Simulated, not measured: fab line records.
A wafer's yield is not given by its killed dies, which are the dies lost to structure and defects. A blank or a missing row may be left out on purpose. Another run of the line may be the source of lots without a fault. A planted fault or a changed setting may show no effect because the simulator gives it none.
Split-lot study -- flow n5-finfet -- 39 wafers read from 7 lots, route of 1938 steps

== ON THE SPLIT ==
At N5_BEOL_M15_DEP_53 (deposits SiCN from 3MS/NH3, target thk 50 nm, time 17.8 s), the setting time-s was moved away from the recipe's 17.8 s on 9 of the 39 wafers read, by -48.5% to +44.9%. The other wafers ran this setting at the recipe's value.

The reading is taken at the split's own step.

== THE READING ==
SiCN_of_BEOL_M15_DEP_53.thk-nm (the simulator's own value, which no gauge read), in nm, at N5_BEOL_M15_DEP_53 (deposits SiCN from 3MS/NH3, target thk 50 nm, time 17.8 s). No usual value for it is given in the file. The 30 wafers here that ran the recipe average 50.2 nm, standard deviation 0.5 nm.

wafer,"tool, chamber at the split","time-s as run, s",against the recipe,"SiCN_of_BEOL_M15_DEP_53.thk-nm, nm",against lot-mates on the recipe
L074.1,"pecvd-04, 1,0",17.8,recipe,50,-
L074.3,"pecvd-04, 1,0",17.8,recipe,50,-
L074.2,"pecvd-04, 2",17.8,recipe,50.2,-
L074.4,"pecvd-04, 2",17.8,recipe,50.8,-
L074.5,"pecvd-04, 1,0",17.8,recipe,50.4,-
L074.6,"pecvd-04, 1,0",17.8,recipe,50.4,-
L076.1,"pecvd-02, 1",17.8,recipe,49.2,-
L076.2,"pecvd-02, 0",17.8,recipe,50.2,-
L076.5,"pecvd-02, 2",17.8,recipe,50.8,-
L077.1,"pecvd-02, 0",11.22,-37.0%,31.8,-18.6
L077.2,"pecvd-02, 1",17.8,recipe,50.2,-
L077.3,"pecvd-02, 1",17.8,recipe,50.6,-
L077.4,"pecvd-02, 0",17.8,recipe,50.4,-
L077.5,"pecvd-02, 0",11.22,-37.0%,32.2,-18.2
L077.6,"pecvd-02, 1",11.22,-37.0%,32.8,-17.6
L081.1,"pecvd-02, 2,1",17.8,recipe,50.4,-
L081.5,"pecvd-02, 2,1",17.8,recipe,50.4,-
L081.2,"pecvd-02, 0",17.8,recipe,50,-
L081.3,"pecvd-02, 1",17.8,recipe,50.2,-
L081.4,"pecvd-02, 2",17.8,recipe,50.6,-
L081.6,"pecvd-02, 0",17.8,recipe,51.2,-
L083.1,"pecvd-02, 1,0",9.175,-48.5%,26.6,-23.7
L083.6,"pecvd-02, 1,0",9.175,-48.5%,26.6,-23.7
L083.2,"pecvd-02, 0,1",17.8,recipe,50,-
L083.4,"pecvd-02, 0,1",17.8,recipe,50,-
L083.3,"pecvd-02, 2",9.175,-48.5%,26,-24.3
L083.5,"pecvd-02, 2",17.8,recipe,50.8,-
L091.1,"pecvd-04, 1",17.8,recipe,49.6,-
L091.2,"pecvd-04, 0",25.79,+44.9%,71.2,+21.2
L091.3,"pecvd-04, 2",17.8,recipe,50,-
L091.4,"pecvd-04, 1",17.8,recipe,50.4,-
L091.5,"pecvd-04, 0",25.79,+44.9%,72.2,+22.2
L091.6,"pecvd-04, 2",25.79,+44.9%,72.4,+22.4
L097.1,"pecvd-03, 2,1",17.8,recipe,49.4,-
L097.3,"pecvd-03, 2,1",17.8,recipe,49.4,-
L097.2,"pecvd-03, 0",17.8,recipe,49,-
L097.4,"pecvd-03, 2,1,0",17.8,recipe,50.6,-
L097.5,"pecvd-03, 2,1,0",17.8,recipe,50.6,-
L097.6,"pecvd-03, 2,1,0",17.8,recipe,50.6,-
When a row names more than one chamber, that row covers several wafers, and the file does not tell which wafer ran in which chamber.

THE FIT
A straight line over all 39 wafers: SiCN_of_BEOL_M15_DEP_53.thk-nm changes by +0.487 nm for each +1% of time-s; r = +1.00; the points scatter about the line by 0.5 nm.
The same after taking each lot's own level away (the mean of its wafers on the recipe; 39 wafers): +0.491 nm for each +1%; r = +1.00; scatter 0.46 nm.
The reading moves by 24 nm for the largest change in time-s, on that fit.
The span of the lots' own levels, 49.93 to 50.47 nm, comes to 1.1 times the standard deviation stated above.
So the lot-to-lot level changes the slope little: the two slopes agree.
Check: for one of the wafers moved furthest among these (-48.5%), held out of the fit, the line's prediction against its lot-mates is -23.8 nm. It came out at -23.7 nm against them.

== OTHER SPLITS APPLIED TO THESE WAFERS ==
These wafers also went through other splits before the reading. Each is held against what the fit with the lots' levels taken away leaves over:
other split on the same wafers,wafers away from the commonest value,r with SiCN_of_BEOL_M15_DEP_53.thk-nm (lot level and that fit taken away)
N5_BEOL_M8_TRENCH_ETCH_37 time-s,9,+0.21
N5_BEOL_M13_SPUTTER_44 time-s,15,-0.27

== THE FILE'S OWN FIT ==
SiCN_of_BEOL_M15_DEP_53.thk-nm changes by +0.491 nm for each +1% of time-s, r = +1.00.
